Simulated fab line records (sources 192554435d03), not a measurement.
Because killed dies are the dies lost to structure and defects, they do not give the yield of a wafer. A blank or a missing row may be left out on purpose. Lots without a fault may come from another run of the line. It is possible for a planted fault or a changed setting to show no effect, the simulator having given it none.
Chamber matching | flow n5-finfet | N5_BEOL_M8_ILD_DEP_00 on pecvd-04 has 3 sister chambers
The step deposits SiCOH lowk from DEMS/porogen, target thk 179.75 nm, time 33.4 s. 6 wafers are shown with their chamber, then 9 later ones without.

WAFERS, EACH WITH ITS CHAMBER
wafer  | chamber | throttle-valve-pct (%) | heater-power-w (W)
L083.5 | 2       | 13.1                   | 198
L084.3 | 0       | 13.2                   | 284
L084.6 | 1       | 14.5                   | 403
L093.1 | 0       | 13.0                   | 298
L093.2 | 1       | 14.5                   | 419
L093.4 | 2       | 13.1                   | 218

WAFERS WHOSE CHAMBER IS MISSING
wafer  | throttle-valve-pct (%) | heater-power-w (W)
L094.2 | 14.6                   | 433
L094.4 | 14.6                   | 450
L094.6 | 13.3                   | 283
L095.1 | 13.5                   | 294
L095.4 | 13.2                   | 225
L095.6 | 13.1                   | 305
L097.3 | 13.3                   | 222
L097.4 | 14.2                   | 416
L097.5 | 13.1                   | 223

EACH ONE'S CHAMBER
wafer  | from the rows above | in truth
L094.2 | 1                   | 1
L094.4 | 1                   | 1
L094.6 | 0                   | 0
L095.1 | 0                   | 0
L095.4 | 2                   | 2
L095.6 | 0                   | 0
L097.3 | 2                   | 2
L097.4 | 1                   | 1
L097.5 | 2                   | 2
Correctly placed: 9 of 9. Left unplaced by these rows: 0. Wrongly placed: 0.
How it was worked out, from the rows above alone: a wafer's distance from a chamber is the root of the sum, over the readings, of the square of ((its reading less the chamber's mean) divided by the reading's scatter). The wafer belongs to the nearest chamber; if the next one is less than 2 further off, it can't be placed. Each chamber's mean is taken over the wafers shown for it. The scatter: the root of (the sum of the squares of (reading less its chamber's mean) over the shown wafers, divided by (wafers less chambers)).
